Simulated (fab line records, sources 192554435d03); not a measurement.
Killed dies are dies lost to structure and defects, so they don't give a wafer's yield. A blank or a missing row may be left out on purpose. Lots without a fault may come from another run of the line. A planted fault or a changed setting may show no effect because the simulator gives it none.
fab line records | flow n5_finfet
record lots=3 wafers=8 last_day=20
route steps=1938 shown BEOL_M1@789 BEOL_M4@1111 PASSIVATION@1936
lots that met no fault: from a run of the same line without faults
start_h: hours from the record's first day to the start of the lot's first wafer shown | wait_h: hours since the lot's step before | " the same as in the row above | L1.1+2: a row that stands for several wafers | - no value, or no start given | * or withheld: withheld | < > ~ a bound
route shown NAME@n: a module of which the file shows steps, and the number in the route of the first | usual: mean/standard deviation of fault-free wafers | same: alike in all rows | chamber/n: place in a boat | sites: the reading at each site | _std_site: their standard deviation | _edge_site: outer sites' mean less inner sites' | radius_mm: how far each site lies from the wafer's centre | mask NAME#n: copy n | behind: the tool/chamber that last shaped the wafer | hold: why the lot was held/for how many hours/how that ended | device: the transistor (n, p or np) that didn't switch | end of line: the same wafers' tests at the end of the route | a step without rows: its recipe alone | killed: dies lost to structure and defects at the first sort, not the wafer's yield | map: a wafer's dies, x killed, . not, _ none there
set.NAME: the setting as run; set.NAME@STEP: as run at that earlier step | model.NAME: the simulator's own value behind a step, which no gauge read
lots at some steps of the route; a table a step, a row a wafer
services: from which hour (start_h, from the record's first day; less than 0 if before it) a tool's chamber was out of use, for how many hours, and why
## steps
# step N5_BEOL_M1_DESCUM_33
# recipe chemistry=O2 time_s=7 source_power_w=50 bias_power_w=20 pressure_mtorr=20 rf_frequency_hz=2.712e+07 temp_c=40 resist=CAR-EUV o2_flow_sccm=225
# step N5_BEOL_M1_ETCH_77
# recipe chemistry=N2/H2 target=underlayer target_depth_a=65 mask_material=CAR-EUV time_s=5.2 ion_energy_ev=200 pressure_mtorr=30 source_w=840 bias_w=150 n2_flow_sccm=200 h2_flow_sccm=200 ends=cleared
# step N5_BEOL_M1_ETCH_69
# recipe chemistry=CF4 target=SiARC target_depth_a=156 mask_material=CAR-EUV time_s=26 ion_energy_ev=80 pressure_mtorr=40 source_w=545 bias_w=36 Ar_flow_sccm=100 cf4_flow_sccm=100 ends=cleared
# step N5_BEOL_M1_ALD_98
# recipe material=SiO2 target_thk_a=25 temp_c=100 ald_precursor_family=BDEAS ald_co_reactant=O2-plasma pulse_time_s=1 co_reactant_pulse_time_s=1 purge_time_s=2 co_reactant_purge_time_s=2 ald_cycles=17 pressure_torr=2
# step N5_BEOL_M1_ETCHBACK_99
# recipe chemistry=CHF3 target=SiO2 target_depth_a=50 time_s=10.4 source_w=215 bias_w=47 Ar_flow_sccm=200 CHF3_flow_sccm=12 ion_energy_ev=100 pressure_mtorr=30
# step N5_BEOL_M1_ETCH_70
# recipe chemistry=N2/H2 target=SOC target_depth_a=800 overetch_a=160 mask_material=SiARC temp_c=40 time_s=120 ion_energy_ev=200 pressure_mtorr=30 source_w=840 bias_w=150 n2_flow_sccm=200 h2_flow_sccm=200
# step N5_BEOL_M1_STRIP_71
# recipe chemistry=N2/H2 temp_c=40 n2_flow_sccm=200 h2_flow_sccm=200 rf_frequency_hz=6e+07
# step N5_BEOL_M1_STRIP_78
# recipe chemistry=N2/H2 temp_c=40 n2_flow_sccm=200 h2_flow_sccm=200 rf_frequency_hz=6e+07
# step N5_BEOL_M1_VIA_ETCH_34
# recipe chemistry=C4F6/O2 target_depth_a=678 mask_material=SOC pressure_mtorr=15 ion_energy_ev=250 taper_deg=4 time_s=64.4 source_w=350 bias_w=170 Ar_flow_sccm=300 C4F6_flow_sccm=10 O2_flow_sccm=10
# step N5_BEOL_M1_STRIP_83
# recipe chemistry=C4F6/O2 resist=SiARC rf_frequency_hz=6e+07
# step N5_BEOL_M1_STRIP_36
# recipe chemistry=N2/H2 power_w=450 temp_c=40 pressure_mtorr=20 rf_frequency_hz=6e+07 overash_fraction=0.3 bias_power_w=7 h2_frac=0.5 n2_flow_sccm=200 h2_flow_sccm=200
# step N5_BEOL_M1_TRENCH_ETCH_37
# recipe chemistry=C4F6/O2 target_depth_a=552.07 target=SiOC time_s=29 ion_energy_ev=250 pressure_mtorr=30 source_w=355 bias_w=185 Ar_flow_sccm=300 C4F6_flow_sccm=10 O2_flow_sccm=10
# usual drypump_motor_current_A=5.7/0.42 oes_product_au=0.78/0.091 rf_vpp_V=664/5.7 showerhead_plenum_p_Torr=2.81/0.082 throttle_valve_pct=20.92/0.17
# columns lot.wafer tool chamber start_h wait_h drypump_motor_current_A oes_product_au rf_hours_counter_h rf_vpp_V showerhead_plenum_p_Torr throttle_valve_pct model.etch.depth_nm model.BEOL_M1.feature_depth_nm model.TiN_of_BEOL_M1_HM_DEP_02.thk_nm
L870.3 rie_diel-02 1 139.86 - 5.6 0.75 148 658 2.73 21.05 54.49 54.4 17.6
L870.5 " 1 " " 5.6 0.76 - 659 2.73 21.04 54.32 54.4 17.6
L870.6 " 2 " " 6.1 0.86 - 665 2.79 20.87 54.93 55 17.6
L877.2 rie_diel-02 0 224.74 - 4.8 1.00 5 666 2.90 20.74 56.55 56.6 17.6
L877.5 " 1 " " 5.6 0.99 - 657 2.72 21.13 84.29 84.2 16.2
L888.2 rie_diel-05 3 311.57 - 6.3 0.74 181 670 2.83 21.20 55.23 55.2 17.6
L888.3 " 0 " " 5.8 0.67 246 663 2.81 20.74 53.76 53.8 17.8
L888.6 " 0 " " 5.8 0.67 - 663 2.81 20.72 53.22 53.2 17.8
# step N5_BEOL_M1_ETCH_41
# recipe chemistry=CH3F/O2 target=SiCN target_depth_a=319 taper_deg=2 time_s=57.8 ion_energy_ev=120 mask_material=TiN pressure_mtorr=30 source_w=395 bias_w=75 Ar_flow_sccm=150 CH3F_flow_sccm=30 O2_flow_sccm=20
# step N5_BEOL_M1_STRIP_97
# recipe chemistry=N2/H2 time_s=10 power_w=450 temp_c=40 pressure_mtorr=20 rf_frequency_hz=6e+07 bias_power_w=7 n2_flow_sccm=200 h2_flow_sccm=200
# step N5_BEOL_M1_OCD_MEAS_38
# usual trench_depth_nm=55.2/0.88
# columns lot.wafer tool chamber start_h wait_h trench_depth_nm
L870.3 ocd-02 - 140.03 - 54.0
L870.5 " - " " 54.3
L870.6 " - " " 55.3
L877.2 ocd-01 - 224.89 - 55.9
L877.5 " - " " 84.3
L888.2 ocd-02 - 311.73 - 54.8
L888.3 " - " " 54.2
L888.6 " - " " 53.1
# step N5_BEOL_M1_HM_STRIP_39
# recipe chemistry=peroxide_tin_strip material=TiN target_depth_a=250 temp_c=50 time_s=158
# step N5_BEOL_M1_SRD_40
# recipe time_s=30 temp_c=23 rinse_liquid=diw dry=ipa_marangoni
# step N5_BEOL_M1_PRECLEAN_42
# recipe chemistry=residue_remover time_s=60 temp_c=40
# step N5_BEOL_M1_SRD_43
# recipe time_s=30 temp_c=23 rinse_liquid=diw dry=ipa_marangoni
# step N5_BEOL_M1_DEGAS_44
# recipe ambient=vacuum temp_c=250 time_s=60
# step N5_BEOL_M1_PRE_CLEAN_45
# recipe gas=H2/He time_s=30 temp_c=250
# step N5_BEOL_M1_ALD_84
# recipe material=TaN target_thk_a=* temp_c=275 ald_precursor_family=PDMAT ald_co_reactant=NH3 pressure_torr=3 carrier_flow_sccm=1500 pulse_time_s=2 purge_time_s=3 co_reactant_purge_time_s=2 co_reactant_pulse_time_s=3 ald_cycles=30 precursor_vessel_temp_c=75 precursor_vessel_pressure_torr=26.25 precursor_vessel_carrier_sccm=1000
# step N5_BEOL_M1_SURFACE_TREAT_85
# recipe gas=Ar time_s=* ion_energy_ev=* ion_current_ma_cm2=0.5 pressure_mtorr=* ar_flow_sccm=30
# step N5_BEOL_M1_CVD_47
# recipe material=Co target_thk_a=30 temp_c=withheld precursor=CCTBA/H2 pressure_torr=30 time_s=223.8
# step N5_BEOL_M1_SPUTTER_48
# recipe material=Cu target_thk_a=45 temp_c=-20 chamber_pressure_pa=0.07 power_w=withheld time_s=8.29
# step N5_BEOL_M1_ANNEAL_49
# recipe temp_c=400 time_s=240 ambient=vacuum
# step N5_BEOL_M1_SPUTTER_79
# recipe material=Cu target_thk_a=45 temp_c=-20 chamber_pressure_pa=0.07 power_w=withheld time_s=8.29
# step N5_BEOL_M1_ANNEAL_80
# recipe temp_c=400 time_s=240 ambient=vacuum
# step N5_BEOL_M1_SPUTTER_81
# recipe material=Cu target_thk_a=45 temp_c=-20 chamber_pressure_pa=0.07 power_w=withheld time_s=8.29
# step N5_BEOL_M1_ANNEAL_82
# recipe temp_c=400 time_s=240 ambient=vacuum
# step N5_BEOL_M1_SPUTTER_86
# recipe material=Cu target_thk_a=45 temp_c=-20 chamber_pressure_pa=0.07 power_w=withheld time_s=8.29
# step N5_BEOL_M1_ANNEAL_87
# recipe temp_c=400 time_s=240 ambient=vacuum
# step N5_BEOL_M1_SPUTTER_88
# recipe material=Cu target_thk_a=45 temp_c=-20 chamber_pressure_pa=0.07 power_w=withheld time_s=8.29
# step N5_BEOL_M1_ANNEAL_89
# recipe temp_c=400 time_s=240 ambient=vacuum
# step N5_BEOL_M1_SPUTTER_90
# recipe material=Cu target_thk_a=45 temp_c=-20 chamber_pressure_pa=0.07 power_w=withheld time_s=8.29
# step N5_BEOL_M1_ANNEAL_91
# recipe temp_c=400 time_s=240 ambient=vacuum
# step N5_BEOL_M1_SPUTTER_92
# recipe material=Cu target_thk_a=45 temp_c=-20 chamber_pressure_pa=0.07 power_w=withheld time_s=8.29
# step N5_BEOL_M1_ANNEAL_93
# recipe temp_c=400 time_s=240 ambient=vacuum
# step N5_BEOL_M1_SPUTTER_94
# recipe material=Cu target_thk_a=45 temp_c=-20 chamber_pressure_pa=0.07 power_w=withheld time_s=8.29
# step N5_BEOL_M1_ANNEAL_95
# recipe temp_c=400 time_s=240 ambient=vacuum
# step N5_BEOL_M4_RC_MEAS_101
# usual DIBL_N=36.5/1.2 DIBL_P=36.5/1.6 IOFF_N=0.162/0.023 IOFF_P=0.221/0.03 ION_N=678/8 ION_P=466/6.3 SS_N=71.6/0.46 SS_P=73.3/0.57 VT_N=249.2/2.6 VT_P=-249/3.3
# columns lot.wafer tool chamber start_h wait_h DIBL_N[mV/V] DIBL_P[mV/V] IOFF_N[nA/um] IOFF_P[nA/um] ION_N[uA/um] ION_P[uA/um] SS_N[mV/dec] SS_P[mV/dec] VT_N[mV] VT_P[mV]
L870.3 prober-02 0 242.90 0.7 34.9 34.3 0.117 0.179 663 461 70.9 73.0 256.9 -254
L870.5 " 0 " " 36.3 36.4 0.145 0.200 669 463 71.2 73.1 251.3 -253
L870.6 " 0 " " 36.0 36.1 0.139 0.198 678 465 71.0 73.7 251.1 -252
L877.2 prober-02 0 265.45 0.2 35.8 33.9 0.134 0.179 674 459 70.8 72.8 249.3 -253
L888.2 prober-01 0 364.69 0.2 38.4 36.8 0.175 0.215 679 463 72.2 73.7 247.2 -250
L888.3 " 0 " " 36.3 34.5 0.132 0.182 666 456 71.5 73.0 251.7 -253
L888.6 " 0 " " 36.9 35.7 0.151 0.199 680 465 71.8 73.7 248.9 -250
# step N5_PASSIVATION_PROBE_49
# usual defect_limited_yield=91.2/1.3 killed_at_M0_to_M3=34/9.2 killed_at_M4_up=14/5 killed_at_contacts=13/6.7 killed_at_front_end=39/12 killed_at_other=4/3.3 killed_dies=104/15 killed_on_rim=14/3.7 killed_open=68/12 killed_short=34/7.5 sort_bin_5_function=5.2/0.87 sort_bin_6_memory=3.3/0.63 sort_n_pass=1076/15 sort_yield_pct=91.2/1.3
# same gross_dies=1180 killed_at_back_side=0 sort_bin_4_leakage[%]=0 sort_bin_8_speed[%]=0
# columns lot.wafer tool chamber start_h wait_h defect_limited_yield[%] killed_at_M0_to_M3 killed_at_M4_up killed_at_contacts killed_at_front_end killed_at_other killed_dies killed_on_rim killed_open killed_short sort_bin_5_function[%] sort_bin_6_memory[%] sort_n_pass sort_yield_pct[%]
L877.2 prober-02 - 369.60 0.1 91.9 22 17 23 29 5 96 12 63 32 4.7 3.4 1084 91.9
L877.5 prober-02 - 369.75 0.2 8.3 1012 16 11 40 3 1082 149 69 39 5.5 3.2 98 8.3
# killed by level:class
L877.2 MOL_CONTACT_COAG:geometric_particle:open=20 FIN_SAQP:geometric_particle:open=6 BEOL_M4:geometric_particle:open=5 BEOL_M1:geometric_particle:short=4 DUMMY_GATE:geometric_particle:open=4 GATE_CUT:geometric_particle:short=4 BEOL_M1:geometric_particle:open=4 BEOL_M2:geometric_particle:open=4
L877.5 BEOL_M1:area_etch=974 FIN_SAQP:geometric_particle:open=19 BEOL_M0_SAQP:geometric_particle:short=10 FIN_SAQP:geometric_particle:short=9 MOL_CONTACT_COAG:geometric_particle:open=9 BEOL_M3:geometric_particle:open=9 BEOL_M0_SAQP:geometric_particle:open=5 BEOL_M1:geometric_particle:open=5
# map L877.5 (x killed, . not)
_________________xxxxxxxxxxxx________________
______________xxxxxxxxxxxxxxxxxx_____________
___________xx.xxxxxxxxxxxxxxxxxxxxx__________
__________xxxxxxxxxxxxxxxxxxxx.xxxxx_________
________.xxx.xxxxxxxxx.xxxxxxxxxxxxxxx_______
_______xxxxxxxx.x..xxxxxxxxxxxxxxxxxxxx______
______xxxxxxxxxxxxxxxxxxxxxxxxxxxxxxxxxx_____
_____xxxxxx.xxxxxx.xxxxxxxx.x.xxxx.xxxxxx____
____xxxxxxxx.xxxxxxxxxxxxxxxxxxxxxxxxxxxxx___
___xxxxxxxxxxx.xxxx..xxxxxx.xxxx.xxxxxxxxxx__
___xxxxxxxxxxxxxxxxxxxxx.xxxxxxxxxx.xxxxxxx__
__xxxxxxx.x.x.xx.xxx.xxxxxxxxxxxxxxxx.xxxxxx_
__xxxxxx.xxx.xxx.xxxxxxxxxx.xxxxxxxxxxxxxxxx_
_x.x.xxxxxxxxx..xxxxxxxx.xxxxxxxxxxxxxxxxxxxx
_xxxxxxxxxx.xxxxx.xxx.xx.xxxxxx.xxxx.xxxxx.xx
_xxxxxx.xxxxxxxxxxxx..xxxx.x.xxxxxxxxxxxxxxxx
_xxxxxxxxxxxxxxxxx.x...x.xxxx.xx.xxxxxxxxxxxx
_xxxxxxx..xx.xxxxx.xx.xxxxxxx..xxxxxxxxxx.xxx
_xxxxxxxxx.xxxxxx..x.xxxx.x.x.x.x.xxxxxxxxxxx
_xxxxxxxxxxxxxxxxx.x.xx.xxxxxxxxxxxxxxxxxxxxx
_xxxxxxxxxxxxxxxxxx.xxxxxxxxxxxxxxxxxxxxxxxxx
__xxxx.xxxxxxxx..xxxx.x.xxxxxxxxxxxxxx.xxxxx_
__xxxxxxxxxxxxxxxx..xxxx.xxx.xxxxxx.xxxxxxxx_
___xxxxxxxx.xxx.xxxxx.xxxxxxxxxxxxxxxxxxxxx__
___xxxxxxxxxxxxxxxxxxxxxxxxxxxx.xxxxxxxxxxx__
____xxxxxxxxxxxxxxxxxxxxxxxxxxxxxxxxxxxxxx___
_____xxxxxxxxxxxxxxxxxxxxxxxxxx.xxxxxxxxx____
______xxxxxxxxx.xx.xxxxxxxxxxxxxxxxxxxxx_____
_______xxxxxxxxxxxxxxxxxxxxxxxxxxxxxxxx______
________xxxxxxxxxxxxxxx..xxxxxxxxxxxxx_______
__________xxxxxxxxxxxxxxxxxxxxxxxxxx_________
___________xxxxxxxxxxxxx.xxxxxxxxxx__________
______________xxxxxxxxxxxxx.xxxx_____________
_________________xxxxxxxxxxxx________________
# map L870.5 (x killed, . not)
_________________...........x________________
______________.x........x.....x._____________
___________........................__________
__________....x....................x_________
________.............................._______
_______.x.........x.....x..............______
______x....x...x.........x.............._____
_____.x...........x...x..................____
____.....x......x............x...x........___
___..........xx............................__
___..x..x..............x.................x.__
__x.........x..............xx.............x._
__.x..................x......x.....x....x..._
_.......x...x.......x.................x......
_...x......................x...........x.....
_..x.........................................
_..............................x.....x.......
_....x.x.....x......x..............xx........
_.................x.......x................x.
_....................x.......................
_..........................................x.
__..........x............x...............x.._
__x......................x...........x..x..._
___...x......x.......................x.....__
___.......x...........x...x.........x......__
____....................x.......x.........___
_____x..x.....x..................x.......____
______........x.....x..............x...._____
_______.....x............x.............______
________...........x..........xx......_______
__________.........................._________
___________..x....x........x.......__________
______________.................._____________
_________________....x.......________________
## services
# columns tool chamber start_h hours kind
rie_diel-02 - 151.09 15.6 pm
rie_diel-05 - 153.22 28.1 pm
rie_diel-02 0 173.56 - clean
rie_diel-02 0 173.56 - consumable_replace:focus_ring
rie_diel-02 0 173.56 25.7 scheduled_down
rie_diel-02 0 173.56 25.7 vent_cycle
rie_diel-05 3 189.24 1.3 repair
rie_diel-05 - 207.38 2.6 repair
rie_diel-05 1 213.83 14.7 repair
rie_diel-05 - 217.62 0.7 repair
rie_diel-05 3 227.96 6.0 repair
rie_diel-05 1 229.85 2.6 repair
rie_diel-02 - 241.35 2.8 pm
rie_diel-05 0 249.90 1.2 repair
rie_diel-02 3 250.98 4.4 repair
rie_diel-05 2 281.14 7.1 repair
rie_diel-02 0 294.77 12.3 repair
## key
first_sign step=N5_BEOL_M1_OCD_MEAS_38 reading=trench_depth_nm direction=up sigmas=33 usual=55.2 struck=84.3
effect step=N5_PASSIVATION_PROBE_49 reading=killed_at_M0_to_M3 direction=up sigmas=99+ usual=34 struck=1012
model_effect step=N5_BEOL_M1_TRENCH_ETCH_37 value=etch.depth_nm without=54.57 struck=84.29
more_kills_born_at N5_BEOL_M1_TRENCH_ETCH_37@rie_diel-02=974
met_at N5_BEOL_M1_TRENCH_ETCH_37
struck_wafers L877.5
later_rows_left_out L877.5
onset_between 139.86 224.74
fault kind=process_parameter_drift tool=rie_diel-02 chamber=- onset_h=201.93 steps=N5_BEOL_M1_TRENCH_ETCH_37 channel=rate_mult offset=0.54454 shape=step end_h=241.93 scope=struck_wafers_only
# later_rows_left_out: the simulator's readings of these wafers behind a module that went badly wrong aren't trusted and aren't shown, but for the sort
